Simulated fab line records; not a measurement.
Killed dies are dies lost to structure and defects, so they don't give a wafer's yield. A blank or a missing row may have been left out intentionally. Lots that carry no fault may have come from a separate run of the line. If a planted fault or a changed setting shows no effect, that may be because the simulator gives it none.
Comparing a struck lot with a sound one    flow nandHarc    13 steps out of a route of 1159
Sound: the wafers L623.1, L623.2, L623.6. Wafers L626.1, L626.3 were the ones struck. At the end, the cause is stated.
Per side, at each step with rows, come the tool, then ch with its chambers, and then its first start. Under that, the readings that differ: sound wafers    struck wafers    difference of the means    sigmas: that difference in standard deviations of wafers without a fault.
alike: a reading whose means differ by less than 2 such deviations, as well as words and numbers matching on both sides. not compared: withheld readings; readings where some wafer has no value; bounds like >300 that might hide an equal value; numbers whose values overlap and for which the record gives no deviation.
A row with sigmas, a row that says differs or no value, or rows on one side alone: a step with any of these is where the two part. Numbers that don't overlap but have no deviation are shown without sigmas and don't part them. Lack of a reading on every wafer of one side parts them only where that side has two or more wafers.

NHARC_P_BONDPAD_INSPECT_23:
  struck on defectInspect-02, day 8 07:20; sound on defectInspect-02, day 7 17:11
reading         sound        struck   difference  sigmas
rawDefectCount  262 260 355  588 506  +255        +2
NHARC_P_BONDPAD_ACTIVATE_29: chemistry N2, time 60 s.
  sound on rieDiel-13 ch 0,1,2, day 7 17:16; struck on rieDiel-08 ch 1,3, day 8 07:24
reading                   sound        struck   difference  sigmas
drypumpMotorCurrentA (A)  5.5 5.4 5.4  5.9 6.8  +0.9        +2
  alike: oesProductAu, rfVppV, showerheadPlenumPTorr
  not compared: rfHoursCounterH
then, 2 steps without rows for these wafers: NHARC_P_BONDPAD_PRECLEAN_30 (cleans in DIW, time 300 s); NHARC_P_BONDPAD_SRD_31 (time 30 s, dry time 20 s).
NHARC_A_START_INSPECT_01:
  struck on defectInspect-02, day 8 07:49; sound on defectInspect-02, day 7 17:39
  alike: rawDefectCount
then, 6 steps without rows for these wafers: NHARC_A_ZERO_WELL_PRECLEAN_00 (cleans in SPM, time 600 s); NHARC_A_ZERO_WELL_SRD_01; NHARC_A_ZERO_WELL_DEHYDRATE_02 (time 120 s); NHARC_A_ZERO_WELL_HMDS_03 (time 30 s); NHARC_A_ZERO_WELL_COAT_18 (time 65 s); NHARC_A_ZERO_WELL_COAT_04 (resist thk 600 nm).
NHARC_A_ZERO_WELL_SOFTBAKE_05: time 70 s.
  sound on lithoTrack-07 ch 0, day 7 18:00; struck on lithoTrack-03 ch 0, day 8 08:00
reading                sound              struck       difference  sigmas
heaterPowerTotalW (W)  201.6 202.6 198.8  195.6 194.1  -6.2        -5
then, 1 step without rows for these wafers: NHARC_A_ZERO_WELL_EBR_06.

== WHERE THEY PART ==
Last at NHARC_A_ZERO_WELL_SOFTBAKE_05 as far as this record goes, first at NHARC_P_BONDPAD_INSPECT_23.

WHY: what had been put in by the simulator
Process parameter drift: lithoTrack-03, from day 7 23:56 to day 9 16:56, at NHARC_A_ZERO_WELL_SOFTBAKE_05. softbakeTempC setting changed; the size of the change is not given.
